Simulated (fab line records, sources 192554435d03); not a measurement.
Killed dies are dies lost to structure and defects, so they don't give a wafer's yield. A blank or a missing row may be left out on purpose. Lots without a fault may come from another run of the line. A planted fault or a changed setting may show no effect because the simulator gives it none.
fab line records | flow n5_finfet | part 1 of 2: steps 1 to 22 of 28
record lots=5 wafers=15 last_day=17
route steps=1938 shown FIN_SAQP@99
lots that met no fault: from a run of the same line without faults
start_h: hours from the record's first day to the start of the lot's first wafer shown | wait_h: hours since the lot's step before | " the same as in the row above | L1.1+2: a row that stands for several wafers | - no value, or no start given | * or withheld: withheld | < > ~ a bound
route shown NAME@n: a module of which the file shows steps, and the number in the route of the first | usual: mean/standard deviation of fault-free wafers | same: alike in all rows | chamber/n: place in a boat | sites: the reading at each site | _std_site: their standard deviation | _edge_site: outer sites' mean less inner sites' | radius_mm: how far each site lies from the wafer's centre | mask NAME#n: copy n | behind: the tool/chamber that last shaped the wafer | hold: why the lot was held/for how many hours/how that ended | device: the transistor (n, p or np) that didn't switch | end of line: the same wafers' tests at the end of the route | a step without rows: its recipe alone | killed: dies lost to structure and defects at the first sort, not the wafer's yield | map: a wafer's dies, x killed, . not, _ none there
set.NAME: the setting as run; set.NAME@STEP: as run at that earlier step | model.NAME: the simulator's own value behind a step, which no gauge read
lots at some steps of the route; a table a step, a row a wafer
services: from which hour (start_h, from the record's first day; less than 0 if before it) a tool's chamber was out of use, for how many hours, and why
## steps
# step N5_FIN_SAQP_PECVD_48
# recipe material=SiNx target_thk_a=250 temp_c=400 precursor=SiH4/NH3/N2 pressure_torr=1.5 rf_w=300 time_s=22.1
# usual heater_power_outer_w=442/66 heater_power_w=748/98 showerhead_plenum_p_Torr=5.16/0.033 throttle_valve_pct=40.2/1.9
# columns lot.wafer tool chamber start_h wait_h heater_power_outer_w heater_power_w showerhead_plenum_p_Torr since_wet_clean_h throttle_valve_pct
L074.1 pecvd-04 0 21.88 0.0 386 678 5.20 1088 42.8
L074.4 " 1 " " 436 740 5.13 - 42.4
L074.6 " 2 " " 397 712 5.14 - 37.0
L080.2 pecvd-03 1 56.72 0.0 334 545 5.14 1304 40.6
L080.4 " 1 " " 344 571 5.13 - 40.7
L080.6 " 2 " " 472 811 5.14 - 40.8
L090.3 pecvd-01 2 117.24 0.0 435 694 5.20 67 37.4
L090.4 " 0 " " 525 836 5.21 - 42.2
L090.6 " 1 " " 470 837 5.15 - 41.1
L095.2 pecvd-04 1 147.36 0.0 430 718 5.13 1939 42.6
L095.5 " 1 " " 442 731 5.13 - 42.5
L095.6 " 0 " " 417 710 5.19 - 43.1
L097.1 pecvd-04 2 160.00 0.0 406 728 5.13 472 37.7
L097.3 " 0 " " 423 694 5.20 1226 42.8
L097.4 " 2 " " 414 746 5.14 - 37.9
# step N5_FIN_SAQP_PECVD_06
# recipe material=a-Si target_thk_a=600 temp_c=400 precursor=SiH4/He pressure_torr=3 rf_w=100 time_s=48.1
# usual heater_power_outer_w=490/70 heater_power_w=810/99 showerhead_plenum_p_Torr=5.680/0.025 throttle_valve_pct=18.3/0.86
# columns lot.wafer tool chamber start_h wait_h heater_power_outer_w heater_power_w showerhead_plenum_p_Torr since_wet_clean_h throttle_valve_pct
L074.1 pecvd-04 0 21.92 0.0 384 675 5.709 1088 19.5
L074.4 " 1 " " 471 774 5.654 - 19.2
L074.6 " 2 " " 410 732 5.664 - 17.0
L080.2 pecvd-03 1 56.76 0.0 406 656 5.670 1304 18.6
L080.4 " 1 " " 420 672 5.687 - 18.2
L080.6 " 2 " " 535 887 5.662 - 18.6
L090.3 pecvd-01 2 117.28 0.0 525 799 5.712 67 17.4
L090.4 " 0 " " 578 910 5.702 - 18.8
L090.6 " 1 " " 523 883 5.655 - 18.8
L095.2 pecvd-04 1 147.40 0.0 436 726 5.657 1939 19.2
L095.5 " 1 " " 439 745 5.655 - 19.3
L095.6 " 0 " " 450 737 5.718 - 19.7
L097.1 pecvd-04 2 160.04 0.0 438 790 5.670 472 17.0
L097.3 " 0 " " 421 741 5.702 1226 19.4
L097.4 " 2 " " 448 802 5.668 - 17.3
# step N5_FIN_SAQP_THK_MEAS_07
# usual thk_nm=60.2/0.84
# columns lot.wafer tool chamber start_h wait_h thk_nm
L074.1 film_metro-01 - 22.01 0.1 60.6
L074.4 " - " " 60.5
L074.6 " - " " 60.4
L080.2 film_metro-02 - 56.85 0.1 60.1
L080.4 " - " " 61.6
L080.6 " - " " 60.0
L090.3 film_metro-02 - 117.38 0.1 59.5
L090.4 " - " " 60.0
L090.6 " - " " 59.7
L095.2 film_metro-01 - 147.49 0.1 59.6
L095.5 " - " " 60.6
L095.6 " - " " 61.0
L097.1 film_metro-02 - 160.13 0.1 60.5
L097.3 " - " " 60.2
L097.4 " - " " 61.4
# step N5_FIN_SAQP_HM_DEP_72
# recipe material=SiO2 target_thk_a=120 temp_c=400 precursor=SiH4/N2O pressure_torr=0.75 rf_w=275 time_s=7.2
# usual heater_power_outer_w=452/76 heater_power_w=758/110 showerhead_plenum_p_Torr=8.19/0.069
# columns lot.wafer tool chamber start_h wait_h heater_power_outer_w heater_power_w showerhead_plenum_p_Torr since_wet_clean_h
L074.1 pecvd-01 1 22.05 0.0 465 829 8.13 1451
L074.4 " 1 " " 459 833 8.14 -
L074.6 " 1 " " 458 845 8.13 -
L080.2 pecvd-01 0 56.89 0.0 588 911 8.32 761
L080.4 " 2 " " 499 776 8.24 -
L080.6 " 0 " " 576 911 8.29 -
L090.3 pecvd-03 2 117.42 0.0 453 803 8.14 2090
L090.4 " 1 " " 367 589 8.14 -
L090.6 " 2 " " 441 788 8.12 -
L095.2 pecvd-01 2 147.52 0.0 493 763 8.28 97
L095.5 " 1 " " 542 911 8.14 -
L095.6 " 0 " " 482 794 8.30 -
L097.1 pecvd-03 1 160.17 0.0 390 624 8.16 1408
L097.3 " 2 " " 466 802 8.15 2133
L097.4 " 0 " " 387 704 8.15 -
# step N5_FIN_SAQP_COAT_49
# recipe resist=SOC temp_c=250 time_s=60 spin_rpm=1500 resist_thk_nm=100
# columns lot.wafer tool chamber start_h wait_h
L074.1+4+6 litho_track-05 0 22.15 0.1
L080.2+4+6 litho_track-01 0 56.97 0.1
L090.3+4+6 litho_track-05 0 117.50 0.1
L095.2+5+6 litho_track-04 0 147.60 0.1
L097.1+3+4 litho_track-05 0 160.24 0.1
# step N5_FIN_SAQP_COAT_50
# recipe resist=SiARC temp_c=220 time_s=60 spin_rpm=1500 resist_thk_nm=35
# columns lot.wafer tool chamber start_h wait_h
L074.1+4+6 litho_track-05 0 - -
L080.2+4+6 litho_track-01 0 - -
L090.3+4+6 litho_track-05 0 - -
L095.2+5+6 litho_track-04 0 - -
L097.1+3+4 litho_track-05 0 - -
# step N5_FIN_SAQP_COAT_10
# recipe resist=CAR-ArF spin_rpm=1500 resist_thk_nm=90
# columns lot.wafer tool chamber start_h wait_h
L074.1+4+6 litho_track-05 0 - -
L080.2+4+6 litho_track-01 0 - -
L090.3+4+6 litho_track-05 0 - -
L095.2+5+6 litho_track-04 0 - -
L097.1+3+4 litho_track-05 0 - -
# step N5_FIN_SAQP_EBR_12
# recipe solvent=PGMEA ebr_width_mm=1.5
# columns lot.wafer tool chamber start_h wait_h
L074.1+4+6 litho_track-05 0 - -
L080.2+4+6 litho_track-01 0 - -
L090.3+4+6 litho_track-05 0 - -
L095.2+5+6 litho_track-04 0 - -
L097.1+3+4 litho_track-05 0 - -
# step N5_FIN_SAQP_SOFTBAKE_11
# recipe temp_c=110 time_s=60 resist=CAR-ArF
# columns lot.wafer tool chamber start_h wait_h
L074.1+4+6 litho_track-05 0 - -
L080.2+4+6 litho_track-01 0 - -
L090.3+4+6 litho_track-05 0 - -
L095.2+5+6 litho_track-04 0 - -
L097.1+3+4 litho_track-05 0 - -
# step N5_FIN_SAQP_EXPOSE_13
# recipe mask_id=FIN_CORE na=1.35 source_shape=dipole sigma_inner=0.538 sigma_outer=0.738 polarization=te target_cd_nm=35.6 dose_mj=63.25
# usual reticle_temp_C=23.00/0.098
# same sigma_inner=0.538
# columns lot.wafer tool chamber start_h wait_h mask reticle_temp_C
L074.1 arfi_scanner-03 0 22.39 - FIN_CORE#0 23.02
L074.4 " 0 " " FIN_CORE#0 22.85
L074.6 " 0 " " FIN_CORE#0 23.06
L080.2 arfi_scanner-01 0 57.21 - FIN_CORE#0 22.95
L080.4 " 0 " " FIN_CORE#0 22.93
L080.6 " 0 " " FIN_CORE#0 22.93
L090.3 arfi_scanner-01 0 117.63 - FIN_CORE#0 22.97
L090.4 " 0 " " FIN_CORE#0 22.85
L090.6 " 0 " " FIN_CORE#0 22.92
L095.2 arfi_scanner-02 0 147.85 - FIN_CORE#0 22.90
L095.5 " 0 " " FIN_CORE#0 22.94
L095.6 " 0 " " FIN_CORE#0 22.98
L097.1 arfi_scanner-02 0 160.36 - FIN_CORE#0 23.19
L097.3 " 0 " " FIN_CORE#0 23.01
L097.4 " 0 " " FIN_CORE#0 23.08
# step N5_FIN_SAQP_PEB_14
# recipe peb_temp_c=withheld peb_time_s=60 resist=CAR-ArF
# columns lot.wafer tool chamber start_h wait_h
L074.1+4+6 litho_track-01 0 22.45 0.1
L080.2+4+6 litho_track-04 0 57.27 0.0
L090.3+4+6 litho_track-05 0 117.68 0.0
L095.2+5+6 litho_track-04 0 147.90 0.0
L097.1+3+4 litho_track-01 0 160.42 0.1
# step N5_FIN_SAQP_DEVELOP_15
# recipe develop_time_s=30 developer=TMAH resist=CAR-ArF dev_temp_c=23 rinse_liquid=diw dry=air_spin
# columns lot.wafer tool chamber start_h wait_h
L074.1+4+6 litho_track-01 0 - -
L080.2+4+6 litho_track-04 0 - -
L090.3+4+6 litho_track-05 0 - -
L095.2+5+6 litho_track-04 0 - -
L097.1+3+4 litho_track-01 0 - -
# step N5_FIN_SAQP_CD_MEAS_16
# recipe target_cd_nm=35.6 landing_energy_ev=500 detector=se_inlens
# usual cd_nm=35.5/0.36
# same landing_energy_ev=500
# columns lot.wafer tool chamber start_h wait_h cd_nm
L074.1 cd_sem-02 0 22.52 - 35.0
L074.4 " 0 " " 35.7
L074.6 " 0 " " 35.5
L080.2 cd_sem-03 0 57.34 - 35.3
L080.4 " 0 " " 35.2
L080.6 " 0 " " 35.3
L090.3 cd_sem-01 0 117.75 - 36.3
L090.4 " 0 " " 35.3
L090.6 " 0 " " 35.3
L095.2 cd_sem-01 0 147.97 - 35.4
L095.5 " 0 " " 35.8
L095.6 " 0 " " 35.7
L097.1 cd_sem-02 0 160.49 - 35.1
L097.3 " 0 " " 36.1
L097.4 " 0 " " 35.0
# step N5_FIN_SAQP_OVL_MEAS_17
# recipe points_per_wafer=44
# usual FIN_CORE_OVL=-0.3/0.87
# columns lot.wafer tool chamber start_h wait_h FIN_CORE_OVL[nm]
L074.1 overlay-02 0 22.56 0.0 -0.1
L074.4 " 0 " " -2.4
L074.6 " 0 " " -2.5
L080.2 overlay-02 0 57.38 0.0 0.0
L080.4 " 0 " " -0.4
L080.6 " 0 " " 0.4
L090.3 overlay-01 0 117.78 0.0 -1.0
L090.4 " 0 " " -1.1
L090.6 " 0 " " -1.0
L095.2 overlay-02 0 148.01 0.0 -0.1
L095.5 " 0 " " -1.1
L095.6 " 0 " " -0.1
L097.1 overlay-02 0 160.53 0.0 -1.7
L097.3 " 0 " " -0.3
L097.4 " 0 " " 0.4
# step N5_FIN_SAQP_INSPECT_18
# recipe mode=adi inspect_instrument=brightfield
# usual raw_defect_count=437/130
# columns lot.wafer tool chamber start_h wait_h raw_defect_count
L074.1 defect_inspect-02 - 22.59 0.0 554
L074.4 " - " " 352
L074.6 " - " " 510
L080.2 defect_inspect-01 - 57.40 0.0 476
L080.4 " - " " 429
L080.6 " - " " 420
L090.3 defect_inspect-01 - 117.81 0.0 407
L090.4 " - " " 390
L090.6 " - " " 354
L095.2 defect_inspect-01 - 148.03 0.0 379
L095.5 " - " " 347
L095.6 " - " " 345
L097.1 defect_inspect-02 - 160.55 0.0 407
L097.3 " - " " 402
L097.4 " - " " 311
# step N5_FIN_SAQP_DESCUM_21
# recipe chemistry=O2 time_s=7.9 source_power_w=50 bias_power_w=20 pressure_mtorr=20 rf_frequency_hz=2.712e+07 temp_c=40 resist=CAR-ArF o2_flow_sccm=225
# usual drypump_motor_current_A=5.6/0.6 oes_product_au=0.77/0.091 rf_vpp_V=243.2/1.4 showerhead_plenum_p_Torr=2.09/0.085 throttle_valve_pct=20.49/0.28
# columns lot.wafer tool chamber start_h wait_h drypump_motor_current_A oes_product_au rf_hours_counter_h rf_vpp_V showerhead_plenum_p_Torr throttle_valve_pct
L074.1 rie_diel-06 1 22.90 0.3 4.8 0.75 155 242.3 2.06 20.30
L074.4 " 0 " " 6.2 0.73 190 242.9 2.06 20.70
L074.6 " 2 " " 5.1 0.88 - 246.0 2.25 20.18
L080.2 rie_diel-05 2 57.44 0.0 5.3 0.98 2 243.4 2.15 20.05
L080.4 " 1 " " 5.3 0.69 208 242.6 1.97 20.67
L080.6 " 2 " " 5.3 0.99 - 245.2 2.15 20.05
L090.3 rie_diel-06 2 117.96 0.2 5.1 0.82 65 244.4 2.24 20.25
L090.4 " 0 " " 6.3 0.71 223 241.0 2.05 20.76
L090.6 " 2 " " 5.1 0.81 - 243.3 2.24 20.23
L095.2 rie_diel-05 0 148.07 0.0 4.8 0.67 231 240.5 2.00 20.76
L095.5 " 2 " " 5.3 0.90 - 244.3 2.14 20.10
L095.6 " 1 " " 5.3 0.67 - 242.7 1.96 20.70
L097.1 rie_diel-05 0 160.92 0.4 4.8 0.67 236 241.4 1.99 20.76
L097.3 " 2 " " 5.3 0.89 41 243.8 2.13 20.10
L097.4 " 1 " " 5.3 0.67 247 242.3 1.96 20.73
# step N5_FIN_SAQP_ETCH_51
# recipe chemistry=CF4 target=SiARC target_depth_a=455 mask_material=CAR-ArF time_s=75.8 ion_energy_ev=80 pressure_mtorr=40 source_w=545 bias_w=36 Ar_flow_sccm=100 cf4_flow_sccm=100 ends=cleared
# usual drypump_motor_current_A=5.6/0.6 etch_rf_on_time_s=75.2/1.8 oes_product_au=0.66/0.068 rf_vpp_V=184.1/1.2 showerhead_plenum_p_Torr=2.14/0.083 throttle_valve_pct=15.69/0.29
# columns lot.wafer tool chamber start_h wait_h drypump_motor_current_A etch_rf_on_time_s oes_product_au rf_hours_counter_h rf_vpp_V showerhead_plenum_p_Torr throttle_valve_pct
L074.1 rie_diel-06 1 22.94 0.0 4.8 74.5 0.65 155 183.9 2.13 15.69
L074.4 " 0 " " 6.2 75.2 0.62 190 184.4 2.12 15.95
L074.6 " 2 " " 5.1 77.0 0.73 - 185.1 2.30 15.39
L080.2 rie_diel-05 2 57.48 0.0 5.3 75.6 0.83 2 184.0 2.17 15.05
L080.4 " 1 " " 5.3 73.2 0.61 208 182.7 2.03 15.95
L080.6 " 2 " " 5.3 74.7 0.84 - 184.7 2.17 15.06
L090.3 rie_diel-06 2 118.00 0.0 5.1 76.8 0.70 65 185.4 2.29 15.45
L090.4 " 0 " " 6.2 74.8 0.60 223 184.9 2.11 16.04
L090.6 " 2 " " 5.1 77.3 0.69 - 185.9 2.29 15.46
L095.2 rie_diel-05 0 148.10 0.0 4.8 73.7 0.59 231 182.9 2.03 15.87
L095.5 " 2 " " 5.3 76.9 0.74 - 183.9 2.16 15.12
L095.6 " 1 " " 5.3 74.8 0.58 - 181.8 2.01 16.00
L097.1 rie_diel-05 0 160.96 0.0 4.8 73.7 0.59 236 182.0 2.03 15.87
L097.3 " 2 " " 5.3 75.3 0.74 41 183.6 2.16 15.13
L097.4 " 1 " " 5.3 74.5 0.58 247 182.1 2.01 16.00
# step N5_FIN_SAQP_ETCH_52
# recipe chemistry=N2/H2 target=SOC target_depth_a=1000 overetch_a=200 mask_material=SiARC temp_c=40 time_s=150 ion_energy_ev=200 pressure_mtorr=30 source_w=840 bias_w=150 n2_flow_sccm=200 h2_flow_sccm=200 ends=end_point
# usual drypump_motor_current_A=5.6/0.6 oes_product_au=0.69/0.073 rf_vpp_V=524.0/2.8 showerhead_plenum_p_Torr=2.55/0.097 throttle_valve_pct=17.92/0.29
# columns lot.wafer tool chamber start_h wait_h drypump_motor_current_A oes_product_au rf_hours_counter_h rf_vpp_V showerhead_plenum_p_Torr throttle_valve_pct
L074.1 rie_diel-06 1 22.99 0.0 4.8 0.67 155 523.5 2.53 17.79
L074.4 " 0 " " 6.2 0.65 190 522.0 2.53 18.20
L074.6 " 2 " " 5.1 0.77 - 528.8 2.71 17.59
L080.2 rie_diel-05 2 57.53 0.0 5.3 0.86 2 526.8 2.60 17.33
L080.4 " 1 " " 5.3 0.63 208 521.5 2.42 18.25
L080.6 " 2 " " 5.3 0.87 - 525.5 2.60 17.34
L090.3 rie_diel-06 2 118.05 0.0 5.1 0.74 65 528.5 2.70 17.63
L090.4 " 0 " " 6.3 0.63 223 524.7 2.52 18.26
L090.6 " 2 " " 5.1 0.74 - 528.4 2.70 17.63
L095.2 rie_diel-05 0 148.16 0.0 4.8 0.61 232 518.9 2.41 18.06
L095.5 " 2 " " 5.3 0.79 - 525.8 2.58 17.38
L095.6 " 1 " " 5.3 0.61 - 518.8 2.40 18.32
L097.1 rie_diel-05 0 161.02 0.0 4.8 0.61 236 520.4 2.40 18.05
L097.3 " 2 " " 5.3 0.78 41 524.2 2.58 17.40
L097.4 " 1 " " 5.3 0.60 247 520.5 2.40 18.33
# step N5_FIN_SAQP_STRIP_53
# recipe chemistry=N2/H2 temp_c=40 n2_flow_sccm=200 h2_flow_sccm=200 rf_frequency_hz=6e+07
# columns lot.wafer tool chamber start_h wait_h
L074.1+4+6 rie_diel-06 1,0,2 23.09 0.0
L080.2+4+6 rie_diel-05 2,1,2 57.63 0.0
L090.3+4+6 rie_diel-06 2,0,2 118.15 0.0
L095.2+5+6 rie_diel-05 0,2,1 148.26 0.0
L097.1+3+4 rie_diel-05 0,2,1 161.11 0.0
# step N5_FIN_SAQP_HM_OPEN_73
# recipe chemistry=CHF3/O2 target=SiO2 stop_on=a-Si target_depth_a=120 over_etch_frac=1.8 mask_material=SOC time_s=16.8 pressure_mtorr=30 source_w=650 bias_w=170 Ar_flow_sccm=200 CHF3_flow_sccm=50 O2_flow_sccm=5 ion_energy_ev=200 ends=end_point
# usual CHF3_flow_sccm=50.02/0.13 drypump_motor_current_A=5.6/0.6 oes_ar_750_au=0.77/0.073 oes_product_au=0.46/0.049 rf_vpp_V=530/13 showerhead_plenum_p_Torr=2.41/0.09 throttle_valve_pct=18.9/0.32
# columns lot.wafer tool chamber start_h wait_h CHF3_flow_sccm drypump_motor_current_A oes_ar_750_au oes_product_au rf_hours_counter_h rf_vpp_V showerhead_plenum_p_Torr throttle_valve_pct
L074.1 rie_diel-06 1 23.10 0.0 49.76 4.8 0.75 0.45 155 509 2.39 18.8
L074.4 " 0 " " 50.34 6.2 0.72 0.45 190 516 2.39 19.2
L074.6 " 2 " " 50.29 5.1 0.85 0.52 - 542 2.58 18.6
L080.2 rie_diel-05 2 57.64 0.0 50.21 5.3 0.94 0.58 2 522 2.43 18.2
L080.4 " 1 " " 50.28 5.3 0.71 0.42 208 527 2.28 19.1
L080.6 " 2 " " 50.19 5.3 0.95 0.58 - 520 2.43 18.2
L090.3 rie_diel-06 2 118.16 0.0 50.09 5.1 0.81 0.48 65 540 2.57 18.6
L090.4 " 0 " " 50.07 6.2 0.70 0.41 223 514 2.38 19.2
L090.6 " 2 " " 50.14 5.1 0.81 0.49 - 541 2.57 18.6
L095.2 rie_diel-05 0 148.27 0.0 49.97 4.8 0.71 0.41 232 529 2.30 19.1
L095.5 " 2 " " 49.97 5.3 0.85 0.53 - 519 2.42 18.3
L095.6 " 1 " " 49.76 5.4 0.69 0.41 - 526 2.27 19.2
L097.1 rie_diel-05 0 161.12 0.0 50.04 4.8 0.71 0.41 236 528 2.30 19.1
L097.3 " 2 " " 50.32 5.3 0.85 0.53 41 520 2.42 18.3
L097.4 " 1 " " 49.94 5.3 0.69 0.40 247 526 2.27 19.2
# step N5_FIN_SAQP_STRIP_74
# recipe chemistry=CHF3/O2 resist=SiARC rf_frequency_hz=6e+07
# columns lot.wafer tool chamber start_h wait_h
L074.1+4+6 rie_diel-06 1,0,2 23.15 0.0
L080.2+4+6 rie_diel-05 2,1,2 57.69 0.0
L090.3+4+6 rie_diel-06 2,0,2 118.21 0.0
L095.2+5+6 rie_diel-05 0,2,1 148.32 0.0
L097.1+3+4 rie_diel-05 0,2,1 161.18 0.0
# step N5_FIN_SAQP_MANDREL_ETCH_22
# recipe target_depth_a=600 chemistry=HBr/Cl2 target=a-Si stop_on=SiNx bt_time_s=10 over_etch_frac=0.5 time_s=30 pressure_mtorr=10 icp_w=800 bias_w=75 HBr_flow_sccm=150 Cl2_flow_sccm=80 ends=end_point
# usual HBr_flow_sccm=150.0/0.44 drypump_motor_current_A=5.6/0.32 oes_product_au=0.768/0.012 throttle_valve_pct=35.4/0.36
# columns lot.wafer tool chamber start_h wait_h HBr_flow_sccm drypump_motor_current_A oes_product_au rf_hours_counter_h throttle_valve_pct
L074.1 rie_si-06 1 23.18 0.0 150.0 5.8 0.791 2 35.3
L074.4 " 2 " " 151.0 5.5 0.749 113 34.6
L074.6 " 2 " " 150.7 5.5 0.745 - 34.6
L080.2 rie_si-05 3 57.73 0.0 148.9 5.3 0.749 106 35.2
L080.4 " 2 " " 149.9 5.6 0.789 145 34.7
L080.6 " 2 " " 149.9 5.6 0.766 - 34.7
L090.3 rie_si-03 2 118.25 0.0 150.0 5.7 0.773 19 35.3
L090.4 " 1 " " 149.8 6.0 0.768 115 35.5
L090.6 " 0 " " 149.9 5.3 0.765 - 35.8
L095.2 rie_si-03 0 148.35 0.0 149.3 5.3 0.767 189 35.8
L095.5 " 2 " " 148.7 5.7 0.782 - 35.3
L095.6 " 3 " " 150.5 5.2 0.760 - 35.1
L097.1 rie_si-03 0 161.21 0.0 149.2 5.3 0.774 189 35.8
L097.3 " 2 " " 150.3 5.7 0.781 20 35.3
L097.4 " 1 " " 149.7 6.0 0.769 116 35.5
